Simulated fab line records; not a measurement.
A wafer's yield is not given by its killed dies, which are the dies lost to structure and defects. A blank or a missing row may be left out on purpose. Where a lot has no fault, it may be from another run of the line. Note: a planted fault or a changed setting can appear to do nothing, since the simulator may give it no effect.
fab line records	flow nand_harc
[record] lots = 6	wafers = 14	last_day = 25
route steps=1159 shown P_CONTACT@226 P_M0@253 END@1159
lots untouched by any fault: they come from a run of this same line in which no faults occurred
start_h: hours from the record's opening day to when the first of the lot's shown wafers began	wait_h: time in hours since the lot's previous step	" repeats the value in the row above	L1.1+2: a row that stands for several wafers	- value missing, or start not given	* or withheld: withheld	< > ~ a bound
route shown NAME@n: NAME is a module with steps in the file, n the number in the route of the first one	usual: the fault-free wafers' mean and standard deviation	same: alike in all rows	chamber/n: place in a boat	sites: readings site by site	_std_site: the values' standard deviation	_edge_site: outer sites' mean less inner sites'	radius_mm: how far each site lies from the wafer's centre	mask NAME#n: copy n	behind: the most recent tool/chamber to have shaped the wafer	hold: cause of the lot's hold/its duration in hours/its outcome	device: transistor that didn't switch, given as n, p or np	end of line: the route-end tests of the same wafers	a step without rows: its recipe alone	killed: dies lost to structure and defects at the first sort, not the wafer's yield	map: per-die view of a wafer (x killed, . not killed, _ where there is no die)
set.NAME: the setting as run; set.NAME@STEP: as run at that earlier step	model.NAME: the simulator's own value behind a step, which no gauge read
a table for each step, a row for each wafer; lots at some steps of the route
services: the hour from which a tool's chamber was out of use, counted from the record's first day as start_h (under 0 if before that day), plus the number of hours and why
[[steps]]
[step NHARC_P_CONTACT_COAT_06]
[recipe] spin_rpm = 1500	resist_thk_nm = 90
[step NHARC_P_CONTACT_SOFTBAKE_07]
[recipe] temp_c = 105	time_s = 55
[step NHARC_P_CONTACT_EBR_08]
[step NHARC_P_CONTACT_EXPOSE_09]
[recipe] na = 1.35	target_cd_nm = 90	dose_mj = 81.26	mask_id = P_CA
[step NHARC_P_CONTACT_PEB_10]
[recipe] peb_temp_c = 100	peb_time_s = 65
[step NHARC_P_CONTACT_DEVELOP_11]
[recipe] develop_time_s = 35	dev_temp_c = 23
[step NHARC_P_CONTACT_CD_MEAS_12]
[recipe] target_cd_nm = 90	landing_energy_ev = 500
[usual] cd_nm = 89.9/0.57
lot.wafer	tool	chamber	start_h	wait_h	cd_nm
L949.2	cd_sem-02	0	132.89	-	90.3
L949.3	"	0	"	"	89.5
L949.6	"	0	"	"	90.4
L952.3	cd_sem-01	0	155.68	-	89.4
L952.4	"	0	"	"	89.6
L952.5	"	0	"	"	89.1
L963.3	cd_sem-01	0	220.96	-	89.6
L962.3	cd_sem-01	0	221.19	-	91.1
L967.3	cd_sem-03	0	242.83	-	90.3
L967.4	"	0	"	"	89.6
L967.5	"	0	"	"	89.6
L966.1	cd_sem-02	0	251.45	-	89.8
L966.3	"	0	"	"	89.5
L966.6	"	0	"	"	89.8
[step NHARC_P_CONTACT_OVL_MEAS_13]
[usual] overlay_x_nm = 0.2/0.99	overlay_y_nm = -0.1/0.92
lot.wafer	tool	chamber	start_h	wait_h	overlay_x_nm	overlay_y_nm
L949.2	overlay-01	-	132.98	-	-0.3	2.0
L949.3	"	-	"	"	0.2	2.1
L949.6	"	-	"	"	0.5	1.8
L952.3	overlay-02	-	155.76	-	-1.4	-0.4
L952.4	"	-	"	"	-1.9	-1.3
L952.5	"	-	"	"	-1.3	-0.3
L963.3	overlay-02	-	221.04	-	0.7	1.7
L962.3	overlay-01	-	221.28	-	-0.6	0.2
L967.3	overlay-02	-	242.91	-	-0.8	0.5
L967.4	"	-	"	"	-0.6	0.1
L967.5	"	-	"	"	-0.6	0.3
L966.1	overlay-01	-	251.54	-	0.1	-1.7
L966.3	"	-	"	"	0.0	-1.1
L966.6	"	-	"	"	-0.2	-1.2
[step NHARC_P_CONTACT_INSPECT_14]
[usual] raw_defect_count = 3.6/2.1
lot.wafer	tool	chamber	start_h	wait_h	raw_defect_count
L949.2	defect_inspect-01	-	133.01	0.0	6
L949.3	"	-	"	"	7
L949.6	"	-	"	"	5
L952.3	defect_inspect-01	-	155.80	0.0	1
L952.4	"	-	"	"	1
L952.5	"	-	"	"	7
L963.3	defect_inspect-02	-	221.08	0.0	1
L962.3	defect_inspect-02	-	221.31	0.0	3
L967.3	defect_inspect-01	-	242.95	0.0	3
L967.4	"	-	"	"	4
L967.5	"	-	"	"	8
L966.1	defect_inspect-01	-	251.57	0.0	4
L966.3	"	-	"	"	1
L966.6	"	-	"	"	5
[step NHARC_P_CONTACT_DESCUM_17]
[recipe] time_s = 3	o2_flow_sccm = 200	ar_flow_sccm = 0	bias_power_w = 0	chemistry = O2
[step NHARC_P_CONTACT_ETCH_35]
[recipe] target_depth_a = 390	over_etch_frac = 0.3	time_s = 65	ion_energy_ev = 80	cf4_flow_sccm = 150	ar_flow_sccm = 0	rf_w = 300	bias_w = 100	chemistry = CF4
[step NHARC_P_CONTACT_ETCH_36]
[recipe] target_depth_a = 2600	over_etch_frac = 0.25	time_s = 406.25	ion_energy_ev = 200	n2_flow_sccm = 150	h2_flow_sccm = 150	ar_flow_sccm = 0	rf_w = 400	bias_w = 150	chemistry = N2/H2
[step NHARC_P_CONTACT_ETCH_18]
[recipe] target_depth_a = 4810	time_s = 240.5	c4f8_flow_sccm = 20	o2_flow_sccm = 10	ar_flow_sccm = withheld	rf_w = 600	bias_w = 1500	chemistry = C4F8/O2/Ar
[usual] oes_product_au = 0.960/0.02	rf_vpp_V = 976/5.9
lot.wafer	tool	chamber	start_h	wait_h	oes_product_au	rf_hours_counter_h	rf_vpp_V
L949.3	rie_diel-12	1	133.64	-	0.923	9	974
L949.2	"	0	"	"	0.920	9	971
L949.6	"	1	"	"	0.919	-	973
L952.4	rie_diel-12	3	156.37	-	0.977	12	973
L952.3	"	0	"	"	0.943	12	970
L952.5	"	1	"	"	0.951	-	973
L963.3	rie_diel-12	3	221.64	-	0.975	2	972
L962.3	rie_diel-12	3	222.49	-	0.933	3	973
L967.3	rie_diel-03	2	243.87	-	0.962	3	980
L967.5	"	1	"	"	0.948	-	972
L967.4	"	2	"	"	0.956	-	981
L966.1	rie_diel-03	2	252.15	-	0.929	4	981
L966.3	"	3	"	"	0.933	2	984
L966.6	"	1	"	"	0.936	-	974
[step NHARC_P_CONTACT_STRIP_37]
[recipe] c4f8_flow_sccm = withheld	o2_flow_sccm = 8	ar_flow_sccm = withheld	bias_w = 0	chemistry = C4F8/O2/Ar
[step NHARC_P_CONTACT_ETCH_31]
[recipe] target_depth_a = 300	time_s = 85.7	ion_energy_ev = 120	over_etch_frac = 1	ch3f_flow_sccm = 50	o2_flow_sccm = 30	ar_flow_sccm = 200	rf_w = 500	bias_w = 100	chemistry = CH3F/O2
[usual] drypump_motor_current_A = 5.6/0.39	oes_product_au = 0.979/0.018	rf_vpp_V = 243.7/1.7	showerhead_plenum_p_Torr = 2.42/0.11	throttle_valve_pct = 20.663/0.0087
lot.wafer	tool	chamber	start_h	wait_h	drypump_motor_current_A	oes_product_au	rf_hours_counter_h	rf_vpp_V	showerhead_plenum_p_Torr	throttle_valve_pct
L949.2	rie_diel-12	1	-	-	5.2	0.961	9	243.7	2.38	20.661
L949.3	"	0	"	"	5.7	0.959	9	242.8	2.32	20.668
L949.6	"	3	"	"	5.0	0.968	-	242.7	2.37	20.670
L952.3	rie_diel-12	3	-	-	5.0	0.934	12	240.6	2.37	20.676
L952.4	"	1	"	"	5.1	0.953	12	243.9	2.38	20.674
L952.5	"	3	"	"	5.0	0.937	-	244.1	2.37	20.664
L963.3	rie_diel-12	3	-	-	5.0	0.999	2	242.4	2.37	20.656
L962.3	rie_diel-12	1	-	-	5.1	0.967	3	242.9	2.38	20.657
L967.3	rie_diel-03	2	-	-	6.3	0.990	3	244.3	2.52	20.670
L967.5	"	2	"	"	6.3	0.985	-	245.7	2.52	20.646
L967.4	"	0	"	"	5.5	0.970	-	242.8	2.30	20.677
L966.3	rie_diel-03	3	-	-	5.7	0.941	2	245.4	2.57	20.662
L966.1	"	0	"	"	5.5	0.943	3	241.0	2.30	20.661
L966.6	"	0	"	"	5.5	0.954	-	241.8	2.30	20.671
[step NHARC_P_CONTACT_CD_MEAS_19]
[usual] cd_nm = 89.4/1.5
lot.wafer	tool	chamber	start_h	wait_h	cd_nm
L949.2	cd_sem-01	-	134.09	-	93.9
L949.3	"	-	"	"	87.3
L949.6	"	-	"	"	87.7
L952.3	cd_sem-01	-	157.14	-	87.2
L952.4	"	-	"	"	87.5
L952.5	"	-	"	"	91.3
L963.3	cd_sem-01	-	222.29	-	89.3
L962.3	cd_sem-03	-	223.04	-	88.1
L967.3	cd_sem-01	-	244.35	-	89.3
L967.4	"	-	"	"	91.1
L967.5	"	-	"	"	91.1
L966.1	cd_sem-01	-	252.50	-	91.3
L966.3	"	-	"	"	89.0
L966.6	"	-	"	"	90.1
[step NHARC_P_CONTACT_STRIP_28]
[recipe] o2_flow_sccm = 500	ar_flow_sccm = 0	bias_w = 0	chemistry = O2
[step NHARC_P_CONTACT_STRIP_29]
[recipe] time_s = 1200	temp_c = 72.5	chemistry = post_etch_residue_remover
[step NHARC_P_CONTACT_DEGAS_38]
[recipe] temp_c = 300	time_s = 60
[usual] heater_power_w = 485/53
lot.wafer	tool	chamber	start_h	wait_h	heater_power_w
L949.3	pvd_sputter-01	-	134.85	-	530
L949.2	"	-	"	"	459
L949.6	"	-	"	"	488
L952.3	pvd_sputter-01	-	157.85	-	425
L952.4	"	-	"	"	533
L952.5	"	-	"	"	523
L963.3	pvd_sputter-03	-	223.02	-	463
L962.3	pvd_sputter-03	-	223.86	-	539
L967.4	pvd_sputter-01	-	245.07	-	438
L967.3	"	-	"	"	506
L967.5	"	-	"	"	533
L966.3	pvd_sputter-01	-	253.23	-	423
L966.1	"	-	"	"	547
L966.6	"	-	"	"	514
[step NHARC_P_CONTACT_PRE_CLEAN_39]
[recipe] time_s = 19.5	bias_v = 250	gas = Ar
[step NHARC_P_CONTACT_PVD_32]
[recipe] target_thk_a = 50	chamber_pressure_pa = 5	power_w = 5000	substrate_temp_c = 200	time_s = 17.7	material = Ti
[step NHARC_P_CONTACT_ALD_22]
[recipe] target_thk_a = 30	pulse_time_s = 1	ald_cycles = 150	temp_c = 450	material = TiN
[usual] heater_power_w = 1055/110	precursor_pulse_height_rel = 0.996/0.021
lot.wafer	tool	chamber	start_h	wait_h	heater_power_w	precursor_pulse_height_rel
L949.3	ald_metal-01	2	135.12	-	846	0.994
L949.2	"	0	"	"	1103	0.996
L949.6	"	2	"	"	865	1.040
L952.3	ald_metal-04	1	158.09	-	1059	0.951
L952.4	"	1	"	"	1072	0.993
L952.5	"	3	"	"	1090	1.008
L963.3	ald_metal-01	0	223.27	-	1087	0.972
L962.3	ald_metal-01	2	224.21	-	877	0.961
L967.3	ald_metal-04	0	245.37	-	1092	0.970
L967.4	"	2	"	"	1067	0.985
L967.5	"	3	"	"	1203	1.021
L966.1	ald_metal-04	0	253.51	-	1055	1.019
L966.3	"	1	"	"	1115	0.984
L966.6	"	3	"	"	1182	1.021
[step NHARC_P_CONTACT_CVD_23]
[recipe] target_thk_a = 2000	temp_c = 300	pressure_torr = 40	wf6_flow_sccm = 40	h2_flow_sccm = 1600	ar_flow_sccm = 1560	time_s = 557	material = W
[step NHARC_P_CONTACT_CMP_24]
[recipe] t_overpolish_s = 30	target_thk_nm = 200
[usual] motor_current_A = 12.0/1.1	overpolish_run_s = 29.999/0.009	slurry_filter_dp_kPa = 13.49/0.15	slurry_flow_ml_min = 150.0/0.47	time_to_endpoint_s = 39.8/2.9
lot.wafer	tool	chamber	start_h	wait_h	motor_current_A	overpolish_run_s	slurry_filter_dp_kPa	slurry_flow_ml_min	time_to_endpoint_s
L949.3	cmp-02	2	135.96	0.4	12.8	30.002	13.70	149.6	45.3
L949.2	"	0	"	"	12.4	29.998	13.67	149.9	44.8
L949.6	"	1	"	"	12.4	30.005	13.72	149.7	44.7
L952.4	cmp-02	3	165.71	0.3	10.4	30.011	13.19	150.6	39.3
L952.3	"	0	"	"	13.1	29.996	13.76	150.0	40.0
L952.5	"	3	"	"	11.9	29.981	13.55	150.0	37.5
L963.3	cmp-01	0	225.97	0.4	11.4	30.000	13.33	150.0	33.5
L962.3	cmp-02	2	231.15	0.4	12.4	30.000	13.52	149.5	45.0
L967.4	cmp-04	2	249.49	0.4	12.4	30.005	13.33	150.3	41.0
L967.3	"	3	"	"	10.5	30.009	13.41	149.8	41.0
L967.5	"	0	"	"	13.5	29.992	13.50	149.5	39.0
L966.1	cmp-01	1	256.08	0.6	10.1	30.004	13.59	150.1	41.3
L966.3	"	2	"	"	11.8	30.028	13.60	150.5	35.9
L966.6	"	1	"	"	9.7	29.989	13.09	150.6	39.2
[step NHARC_P_CONTACT_SRD_26]
[step NHARC_P_M0_DEP_00]
[recipe] target_thk_a = 1500	target_thk_nm = 150	temp_c = withheld	pressure_torr = 5	flow_sccm = 200	rf_w = 600	material = SiOC
[step NHARC_P_M0_DEHYDRATE_01]
[recipe] temp_c = 150	time_s = 120
[step NHARC_P_M0_HMDS_02]
[recipe] time_s = 30
[step NHARC_P_M0_COAT_33]
[recipe] temp_c = 200	time_s = 65
[step NHARC_P_M0_COAT_03]
[recipe] spin_rpm = 1500	resist_thk_nm = 90
[step NHARC_P_M0_SOFTBAKE_04]
[recipe] temp_c = 105	time_s = 55
[step NHARC_P_M0_EBR_05]
[step NHARC_P_M0_EXPOSE_06]
[recipe] na = 1.35	target_cd_nm = 90	dose_mj = 81.28	mask_id = P_M0
[step NHARC_P_M0_PEB_07]
[recipe] peb_temp_c = 100	peb_time_s = 65
[step NHARC_P_M0_DEVELOP_08]
[recipe] develop_time_s = 35	dev_temp_c = 23
[step NHARC_P_M0_CD_MEAS_09]
[recipe] target_cd_nm = 90	landing_energy_ev = 500
[usual] cd_nm = 89.8/0.65
lot.wafer	tool	chamber	start_h	wait_h	cd_nm
L949.2	cd_sem-03	0	137.25	-	91.3
L949.3	"	0	"	"	91.2
L949.6	"	0	"	"	91.2
L952.3	cd_sem-02	0	167.02	-	89.9
L952.4	"	0	"	"	89.2
L952.5	"	0	"	"	88.9
L963.3	cd_sem-01	0	227.37	-	89.4
L962.3	cd_sem-02	0	232.29	-	90.1
L967.3	cd_sem-01	0	250.63	-	89.7
L967.4	"	0	"	"	89.9
L967.5	"	0	"	"	90.1
L966.1	cd_sem-01	0	257.39	-	89.9
L966.3	"	0	"	"	89.6
L966.6	"	0	"	"	90.2
[step NHARC_P_M0_OVL_MEAS_10]
[recipe] pitch_nm = 180
[usual] overlay_x_nm = 0.0/0.79	overlay_y_nm = 0.1/0.83
lot.wafer	tool	chamber	start_h	wait_h	overlay_x_nm	overlay_y_nm
L949.2	overlay-01	-	137.34	-	-0.2	-0.8
L949.3	"	-	"	"	-0.5	-0.3
L949.6	"	-	"	"	0.3	-0.7
L952.3	overlay-01	-	167.10	-	0.0	0.1
L952.4	"	-	"	"	-0.4	0.6
L952.5	"	-	"	"	-0.6	0.4
L963.3	overlay-01	-	227.45	-	0.3	0.6
L962.3	overlay-01	-	232.37	-	-1.2	-1.3
L967.3	overlay-01	-	250.71	-	0.8	-0.1
L967.4	"	-	"	"	0.9	-0.2
L967.5	"	-	"	"	1.1	0.2
L966.1	overlay-02	-	257.47	-	0.6	0.9
L966.3	"	-	"	"	1.2	0.9
L966.6	"	-	"	"	0.4	1.2
[step NHARC_P_M0_DESCUM_14]
[recipe] time_s = 3	o2_flow_sccm = 200	ar_flow_sccm = 0	bias_power_w = 0	chemistry = O2
[usual] drypump_motor_current_A = 5.5/0.55	oes_product_au = 0.996/0.01	rf_vpp_V = 57.7/0.87	showerhead_plenum_p_Torr = 1.90/0.076	throttle_valve_pct = 11.311/0.0094
lot.wafer	tool	chamber	start_h	wait_h	hold	drypump_motor_current_A	oes_product_au	rf_hours_counter_h	rf_vpp_V	showerhead_plenum_p_Torr	throttle_valve_pct
L949.2	rie_diel-11	1	137.44	0.1	-	4.8	0.989	7.2	58.2	2.03	11.318
L949.3	"	3	"	"	-	5.4	0.991	7.2	58.5	1.87	11.302
L949.6	"	1	"	"	-	4.8	0.981	-	58.9	2.03	11.294
L952.4	rie_diel-01	3	167.20	0.1	-	5.3	1.012	1.6	58.0	1.79	11.309
L952.3	"	2	"	"	-	5.7	0.984	1.6	57.2	1.92	11.298
L952.5	"	3	"	"	-	5.3	0.997	-	57.6	1.79	11.321
L963.3	rie_diel-11	1	230.42	2.8	await_dispo/2.7h/release	4.7	0.994	1.7	56.7	2.03	11.298
L962.3	rie_diel-01	2	235.73	3.2	await_dispo/3.1h/release	5.7	1.004	5.9	57.1	1.92	11.308
L967.4	rie_diel-07	1	250.81	0.1	-	5.7	0.987	1.2	56.7	1.79	11.313
L967.3	"	3	"	"	-	6.6	1.002	1.1	56.9	1.82	11.320
L967.5	"	2	"	"	-	6.5	0.993	-	57.6	1.89	11.314
L966.1	rie_diel-11	3	257.57	0.1	-	5.4	1.004	3.6	58.9	1.87	11.319
L966.3	"	0	"	"	-	5.5	1.009	3.3	57.3	1.81	11.325
L966.6	"	0	"	"	-	5.4	1.006	-	57.5	1.81	11.317
[step NHARC_P_M0_ETCH_34]
[recipe] target_depth_a = 400	overetch_a = 120	time_s = 43.94	ion_energy_ev = 200	n2_flow_sccm = 150	h2_flow_sccm = 150	ar_flow_sccm = 0	rf_w = 400	bias_w = 150	chemistry = N2/H2
[usual] drypump_motor_current_A = 5.5/0.56	oes_product_au = 0.997/0.011	rf_vpp_V = 430.0/2.5	showerhead_plenum_p_Torr = 2.02/0.082	throttle_valve_pct = 14.170/0.0088
lot.wafer	tool	chamber	start_h	wait_h	drypump_motor_current_A	oes_product_au	rf_hours_counter_h	rf_vpp_V	showerhead_plenum_p_Torr	throttle_valve_pct
L949.3	rie_diel-11	2	137.53	0.1	5.9	1.007	7.3	432.7	2.11	14.162
L949.2	"	3	"	"	5.4	1.000	7.3	428.0	1.99	14.188
L949.6	"	1	"	"	4.7	0.989	-	434.0	2.17	14.167
L952.4	rie_diel-01	1	167.29	0.1	4.8	0.979	1.7	428.9	2.04	14.150
L952.3	"	3	"	"	5.3	1.005	1.7	427.3	1.91	14.178
L952.5	"	0	"	"	5.0	0.992	-	432.7	2.06	14.175
L963.3	rie_diel-11	2	230.48	0.1	5.9	1.027	2.1	430.8	2.11	14.157
L962.3	rie_diel-01	3	235.82	0.1	5.3	1.003	5.9	426.3	1.91	14.169
L967.4	rie_diel-07	0	250.89	0.1	5.4	1.002	1.3	430.6	2.10	14.160
L967.3	"	2	"	"	6.6	1.010	1.0	429.2	2.01	14.184
L967.5	"	1	"	"	5.7	0.984	-	426.2	1.90	14.164
L966.1	rie_diel-11	0	257.66	0.1	5.4	1.011	3.3	427.7	1.93	14.176
L966.3	"	2	"	"	5.9	0.999	4.4	432.5	2.11	14.173
L966.6	"	1	"	"	4.7	0.996	-	433.3	2.17	14.173
[step NHARC_END_SORT_01]
[recipe] temp_c = 25
[usual] killed_at_array = 28/11	killed_at_other = 0.7/1.1	killed_at_periphery = 2.9/2	killed_dies = 32/11	killed_open = 3.2/1.8	killed_short = 2.0/1.4
[same] gross_dies = 677
lot.wafer	tool	chamber	start_h	wait_h	killed_at_array	killed_at_other	killed_at_periphery	killed_dies	killed_open	killed_short
L963.3	prober-01	0	578.99	3.1	15	2	26	43	2	4
L962.3	prober-02	0	600.81	3.1	47	0	32	79	3	1
// killed by level:class
L963.3 P_CONTACT:unspecified=26 A_WL_FILL:chamber_film_flake=4 A_CONTACT:chamber_film_flake=2 THIN_TSV:chamber_film_flake=2 A_SOURCE_PLATE:geometric_particle:open=1 A_CHANNEL_HOLE_D1:geometric_particle:short=1 A_CHANNEL_FILL_D1:geometric_particle:open=1 A_SGD_CUT:geometric_particle:short=1
L962.3 P_CONTACT:unspecified=29 A_CHANNEL_HOLE_D1:chamber_film_flake=20 A_SLIT:chamber_film_flake=14 A_CONTACT:chamber_film_flake=6 A_STAIRCASE:chamber_film_flake=4 P_CONTACT:geometric_particle:open=1 P_M1:geometric_particle:open=1 A_SOURCE_PLATE:geometric_particle:short=1
// map L962.3 (x killed, . not)
____________.____________
_________......._________
_______...x......._______
______.............______
_____..............._____
____..............x..____
____.................____
___...................___
___...................___
__.....................__
__............x.x......__
_......................._
_...........x..........._
_......................._
_......................._
_......................._
.............x.x.........
....x............x.......
......x............xx....
...............x.x..x....
.............x....xxx....
_.................xxx.x._
_................x.x.xx._
_..................x...x_
_..................xxxxx_
_.....x..............xxx_
__..........x......xxxx__
__..........x....xxxxxx__
___.x.........xx..xxxx___
___...........x..xxxxx___
____.........xx.x.xxx____
____..............xxx____
_____............xxx_____
______..........xxx______
_______........x.._______
_________......._________
____________.____________
// map L963.3 (x killed, . not)
____________.____________
_________......._________
_______..........._______
______.............______
_____..............._____
____.................____
____.....x...........____
___...................___
___...................___
__.....................__
__.....................__
_......................._
_......................._
_......................._
_.......x..............._
_.........x............._
.........................
.........................
.........................
.........................
..x......................
_......x................_
_......x..........x....._
_......................._
_.....................xx_
_............x......xxxx_
__..................xxx__
__.........x......xxxxx__
___xx..............xxx___
___...............xxxx___
____x...x.......x..xx____
____.x.........x...xx____
_____..............x_____
______.x...........______
_______..........._______
_________......._________
____________.____________
[[services]]
tool	chamber	start_h	hours	kind
pvd_sputter-01	-	111.61	9.5	repair
rie_diel-01	3	112.79	4.5	repair
rie_diel-12	2	132.33	21.0	repair
rie_diel-01	-	137.80	9.0	pm
rie_diel-03	2	156.10	7.6	repair
pvd_sputter-01	-	158.05	10.0	pm
ald_metal-04	3	161.20	5.6	repair
rie_diel-12	3	173.07	15.7	repair
rie_diel-01	3	178.96	5.8	repair
rie_diel-11	-	189.50	9.0	pm
rie_diel-03	3	191.32	5.2	repair
rie_diel-12	-	202.43	9.0	pm
ald_metal-04	-	203.31	0.5	repair
rie_diel-03	0	213.82	20.1	repair
rie_diel-03	-	215.30	9.0	pm
rie_diel-11	-	215.80	2.6	repair
rie_diel-01	1	216.16	4.7	repair
ald_metal-04	2	218.26	8.5	repair
pvd_sputter-01	-	219.63	4.7	repair
ald_metal-04	-	228.00	10.0	pm
pvd_sputter-01	-	229.52	4.9	repair
rie_diel-03	3	240.50	8.0	repair
rie_diel-03	1	256.14	8.3	repair
rie_diel-01	0	257.59	2.3	repair
[[key]]
[first_sign] step = NHARC_END_SORT_01	reading = killed_at_periphery	direction = up	sigmas = 13	usual = 2.9	struck = 29
[more_kills_born_at] NHARC_P_CONTACT_ETCH_18@rie_diel-12 = 55
met_at NHARC_P_CONTACT_ETCH_18
struck_wafers L962.3,L963.3
tester_left_out L962,L963
onset_between 156.37 221.64
also_fits NHARC_P_CONTACT_ETCH_31:rie_diel-12,NHARC_P_CONTACT_DEGAS_38:pvd_sputter-03,NHARC_P_CONTACT_ALD_22:ald_metal-01
[fault] kind = chamber_particle_source	tool = rie_diel-12	chamber = 3	onset_h = 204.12	steps = NHARC_P_CONTACT_ETCH_18	rate_per_visit_cm2 = 0.58477	end_h = 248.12
// tester_left_out: of these lots the tester's yield and bins aren't shown, on N5 and GAA mostly nor the transistor test; their killed dies are dies lost to structure and defects alone, not to doping, threshold or leakage, so they don't give the yield
